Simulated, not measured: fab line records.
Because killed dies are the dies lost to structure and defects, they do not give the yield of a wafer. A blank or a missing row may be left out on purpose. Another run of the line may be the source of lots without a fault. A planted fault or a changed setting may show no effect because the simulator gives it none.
The tool behind it: which one?	flow nandHarc	14 lots with 42 wafers sampled at 5 steps, on a route of 1302 steps

WHAT THE GAUGES SHOWED, per wafer
NHARC_A_DECK1_JOINT_THK_MEAS_14: measures by ellipsometry.
lot	measured	on	thkNm (nm)
L148	day 11 09:27	filmMetro-02	51.3 51.9 54.1
L150	day 11 19:04	filmMetro-02	48.8 47.1 51.4
L149	day 11 19:04	filmMetro-01	53.6 50.1 50.9
L152	day 13 03:05	filmMetro-01	49.4 49.1 48.5
L151	day 13 03:05	filmMetro-02	48.8 51.8 50.4
L153	day 13 11:17	filmMetro-01	50.1 49.9 51.6
L154	day 13 16:10	filmMetro-01	51.9 51.0 52.1
L155	day 14 11:58	filmMetro-02	51.8 50.0 49.8
L156	day 14 12:00	filmMetro-01	51.0 51.5 50.8
L157	day 15 07:44	filmMetro-01	50.8 51.9 50.0
L158	day 15 07:44	filmMetro-02	50.8 50.1 49.6
L160	day 16 06:24	filmMetro-01	49.3 51.3 50.6
L164	day 17 22:58	filmMetro-01	48.9 53.7 50.8
L165	day 18 11:43	filmMetro-02	51.8 51.2 52.4

NHARC_A_ONON_D2_THK_MEAS_08: measures by ellipsometry.
lot	measured	on	thkNm (nm)
L148	day 12 11:33	filmMetro-01	994 996 995
L150	day 12 20:01	filmMetro-01	995 993 994
L149	day 12 19:51	filmMetro-02	1005 1004 1002
L152	day 14 04:22	filmMetro-01	1002 1000 1003
L151	day 14 04:09	filmMetro-02	1003 1001 1002
L153	day 14 12:26	filmMetro-01	995 994 993
L154	day 14 21:39	filmMetro-02	1008 1009 1010
L155	day 15 16:04	filmMetro-01	1009 1011 1010
L156	day 15 16:05	filmMetro-01	1018 1017 1017
L157	day 16 08:59	filmMetro-01	982 981 981
L158	day 16 08:59	filmMetro-02	996 995 994
L160	day 17 09:08	filmMetro-01	1000 1001 1000
L164	day 19 05:50	filmMetro-02	560 561 561
L165	day 19 11:55	filmMetro-01	567 568 567

NHARC_END_SORT_01.
lot	measured	on	killedAtArray	killedAtOther	killedAtPeriphery	killedDies	killedOpen	killedShort
L164	day 31 06:31	prober-02	671 670 673	1 1 1	5 6 3	677 677 677	3 4 5	3 2 2
L165	day 31 05:44	prober-01	677 676 673	0 0 1	0 1 3	677 677 677	1 1 7	3 1 2

WHICH TOOL RAN EACH LOT (tool, then ch and the chambers of the sampled wafers, then the start)
lot	NHARC_A_DECK1_JOINT_DEP_16	NHARC_A_ONON_D2_DEP_06
L148	pecvd-01 ch 0,1, day 12 09:32	pecvdOnon-03 ch 0, day 12 11:05
L150	pecvd-02 ch 0,1, day 12 18:02	pecvdOnon-01 ch 0, day 12 19:38
L149	pecvd-01 ch 0,1,2, day 12 17:50	pecvdOnon-04 ch 0, day 12 19:24
L152	pecvd-04 ch 0,1,2, day 14 01:56	pecvdOnon-01 ch 0, day 14 03:58
L151	pecvd-02 ch 0,2, day 14 01:54	pecvdOnon-03 ch 0, day 14 03:41
L153	pecvd-02 ch 1,2, day 14 10:26	pecvdOnon-01 ch 0, day 14 11:59
L154	pecvd-02 ch 1,2, day 14 19:37	pecvdOnon-01 ch 0, day 14 21:15
L155	pecvd-02 ch 0,1, day 15 14:06	pecvdOnon-03 ch 0, day 15 15:36
L156	pecvd-04 ch 0,1,2, day 15 14:05	pecvdOnon-04 ch 0, day 15 15:37
L157	pecvd-01 ch 0,1,2, day 16 06:58	pecvdOnon-04 ch 0, day 16 08:32
L158	pecvd-02 ch 0,1,2, day 16 07:01	pecvdOnon-03 ch 0, day 16 08:36
L160	pecvd-02 ch 0,1,2, day 17 07:13	pecvdOnon-03 ch 0, day 17 08:48
L164	pecvd-02 ch 0,1,2, day 19 03:55	pecvdOnon-01 ch 0, day 19 05:30
L165	pecvd-01 ch 0,1, day 19 09:54	pecvdOnon-01 ch 0, day 19 11:32
- NHARC_A_DECK1_JOINT_DEP_16: deposits SiO2, target thk 45 nm.
- NHARC_A_ONON_D2_DEP_06: target thk 1000 nm.

AS READ BY THE TOOLS THEMSELVES (means over the sampled wafers that have a number; for cases with no such wafer, the mark the record gives instead)
NHARC_A_DECK1_JOINT_DEP_16.
lot	tool	heaterPowerW (W)	throttleValvePct (%)
L148	pecvd-01	608	16.3
L150	pecvd-02	704	16.6
L149	pecvd-01	608	16.2
L152	pecvd-04	676	15.9
L151	pecvd-02	586	16.1
L153	pecvd-02	567	16.1
L154	pecvd-02	600	15.9
L155	pecvd-02	712	17.0
L156	pecvd-04	600	16.2
L157	pecvd-01	602	16.2
L158	pecvd-02	668	16.6
L160	pecvd-02	646	16.7
L164	pecvd-02	600	16.6
L165	pecvd-01	567	16.0

THE ANSWER, worked out from the rows above alone
Rule: usual is defined by the lots themselves. The widest of any qualifying gaps counts: lots, ordered by their means at a reading, are off when they make up no more than a third of the lots, leave a main group of 4 or more, and stand apart from it by 3 or more times the standard deviation of that group's means. A main group whose means are all the same, to the digits that the tables above print for the reading, isn't used. A lot without any number at a reading at which 4 lots or more have one is off too. Any other lot the step has rows for is counted as sound. First the gauges in route order, then the tools' own readings, where a lot's mean is used as printed above. The first step at which some lot is off is used, and at that step the reading that is off furthest; a lot without a number counts as furthest.
Off at NHARC_A_ONON_D2_THK_MEAS_08 (thkNm): L164, L165. Main group: mean 1000 nm, sd 9.
A tool fits if, at a process step before that reading, it ran every lot that is off, and no sound lot after the first of them. The gauges at NHARC_A_ONON_D2_THK_MEAS_08 are tried like those tools. One fits: NHARC_A_ONON_D2_DEP_06 on pecvdOnon-01. A fault onset in the window from L154 (day 14 21:15, its last sound lot) to L164 (day 19 05:30, its first lot off) fits.

WHAT THE SIMULATOR HAD PUT IN
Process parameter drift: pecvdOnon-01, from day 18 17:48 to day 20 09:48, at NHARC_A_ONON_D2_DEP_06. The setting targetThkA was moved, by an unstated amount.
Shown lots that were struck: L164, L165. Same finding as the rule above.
